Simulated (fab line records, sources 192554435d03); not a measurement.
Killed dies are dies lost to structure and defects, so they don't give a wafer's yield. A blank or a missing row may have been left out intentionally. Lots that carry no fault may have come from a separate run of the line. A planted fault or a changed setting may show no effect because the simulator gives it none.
Split-lot study    flow n5 finfet    route with 1938 steps; 7 lots, 39 wafers read

## ON THE SPLIT
At N5_BEOL_M6_ETCH_62 (etches SOC in N2/H2, target depth 110 nm, overetch 22 nm, time 165 s), the setting time s was moved away from the recipe's 165 s on 9 of the 39 wafers read, by -59.9% to +40.1%. This setting was run at the recipe's value on the other wafers.

The split's own step is where the reading is taken.

## THE READING
SiARC_of_BEOL_M6_COAT_60.thk nm (the simulator's own value, which no gauge read), in nm, at N5_BEOL_M6_ETCH_62 (etches SOC in N2/H2, target depth 110 nm, overetch 22 nm, time 165 s). No usual value for it is given in the file. Average 28.4 nm, standard deviation 0.25 nm, over the 30 wafers here run with the recipe.

wafer   tool, chamber at the split  time s as run, s  against the recipe  SiARC_of_BEOL_M6_COAT_60.thk nm, nm  against lot-mates on the recipe
L077.1  rie diel-02, 0              165               recipe              28.6                                 -
L077.2  rie diel-02, 3              165               recipe              28.2                                 -
L077.3  rie diel-02, 2              165               recipe              28                                   -
L077.4  rie diel-02, 1              165               recipe              28.4                                 -
L077.5  rie diel-02, 3              165               recipe              28.2                                 -
L077.6  rie diel-02, 2              165               recipe              28.2                                 -
L083.1  rie diel-03, 3              165               recipe              28.4                                 -
L083.2  rie diel-03, 0              74.86             -54.6%              32                                   +3.5
L083.3  rie diel-03, 2              165               recipe              28.6                                 -
L083.4  rie diel-03, 0              74.86             -54.6%              32                                   +3.5
L083.5  rie diel-03, 3              74.86             -54.6%              32                                   +3.5
L083.6  rie diel-03, 2              165               recipe              28.6                                 -
L088.1  rie diel-03, 0              165               recipe              28.4                                 -
L088.6  rie diel-03, 0              165               recipe              28.4                                 -
L088.2  rie diel-03, 2              165               recipe              28.6                                 -
L088.3  rie diel-03, 1              165               recipe              28.2                                 -
L088.4  rie diel-03, 3              165               recipe              28.4                                 -
L088.5  rie diel-03, 3              165               recipe              28.4                                 -
L089.1  rie diel-03, 3              165               recipe              28.4                                 -
L089.2  rie diel-03, 2              165               recipe              28.6                                 -
L089.3  rie diel-03, 1              231.1             +40.1%              25.2                                 -3.3
L089.4  rie diel-03, 3              165               recipe              28.4                                 -
L089.5  rie diel-03, 2              231.1             +40.1%              25.8                                 -2.7
L089.6  rie diel-03, 1              231.1             +40.1%              25.2                                 -3.3
L095.4  rie diel-01, 2              165               recipe              28.8                                 -
L095.5  rie diel-01, 0              165               recipe              28.8                                 -
L095.6  rie diel-01, 1              165               recipe              28.6                                 -
L094.1  rie diel-01, 1              165               recipe              28.6                                 -
L094.4  rie diel-01, 1              165               recipe              28.6                                 -
L094.2  rie diel-01, 0              66.2              -59.9%              32.6                                 +3.9
L094.3  rie diel-01, 2              66.2              -59.9%              32.4                                 +3.7
L094.5  rie diel-01, 2              66.2              -59.9%              32.6                                 +3.9
L094.6  rie diel-01, 0              165               recipe              28.8                                 -
L097.1  rie diel-02, 1              165               recipe              28.2                                 -
L097.2  rie diel-02, 2              165               recipe              28                                   -
L097.3  rie diel-02, 0              165               recipe              28.2                                 -
L097.4  rie diel-02, 3              165               recipe              27.8                                 -
L097.5  rie diel-02, 2              165               recipe              28                                   -
L097.6  rie diel-02, 1              165               recipe              28.2                                 -

THE FIT
A straight line over all 39 wafers: SiARC_of_BEOL_M6_COAT_60.thk nm changes by -0.0694 nm for each +1% of time s; r = -0.99; the points scatter about the line by 0.25 nm.
The same after taking each lot's own level away (the mean of its wafers on the recipe; 39 wafers): -0.067 nm for each +1%; r = -0.99; scatter 0.19 nm.
According to that fit, moving time s by its largest amount changes the reading by 4 nm.
From 28.07 to 28.73 nm: that is the span of the lots' own levels, equal to 2.6 times the standard deviation above.
The two slopes are in agreement: the lot-to-lot level therefore moves the slope only a little.
Check: +3.96 nm against its lot-mates is what the line predicts for one of the wafers moved furthest among these (-59.9%) when that wafer is left out of the fit. Against them it came out at +3.93 nm.

## OTHER SPLITS ON THESE WAFERS
Before the reading, these wafers also passed through other splits. Each is held against what the fit with the lots' levels taken away leaves over:
other split on the same wafers  wafers away from the commonest value  r with SiARC_of_BEOL_M6_COAT_60.thk nm (lot level and that fit taken away)
N5_BEOL_M2_DESCUM_16 time s     15                                    -0.32

## THE WHOLE CHAIN: every reading that the file lists as answering this split, in the file's order
step                what it does                                                          reading                                                                           change (the file's fit)                                                               r (the file's)
N5_BEOL_M6_ETCH_62  etches SOC in N2/H2, target depth 110 nm, overetch 22 nm, time 165 s  etch.depth nm (the simulator's own value, which no gauge read)                    not straight: 52.28 at the lowest setting, 100.1 at the recipe, 99.94 at the highest  not given
N5_BEOL_M6_ETCH_62  etches SOC in N2/H2, target depth 110 nm, overetch 22 nm, time 165 s  SiARC_of_BEOL_M6_COAT_60.thk nm (the simulator's own value, which no gauge read)  -0.0665 nm for each +1% of the setting                                                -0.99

## FILE'S OWN FIT
SiARC_of_BEOL_M6_COAT_60.thk nm changes by -0.0665 nm for each +1% of time s, r = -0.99.
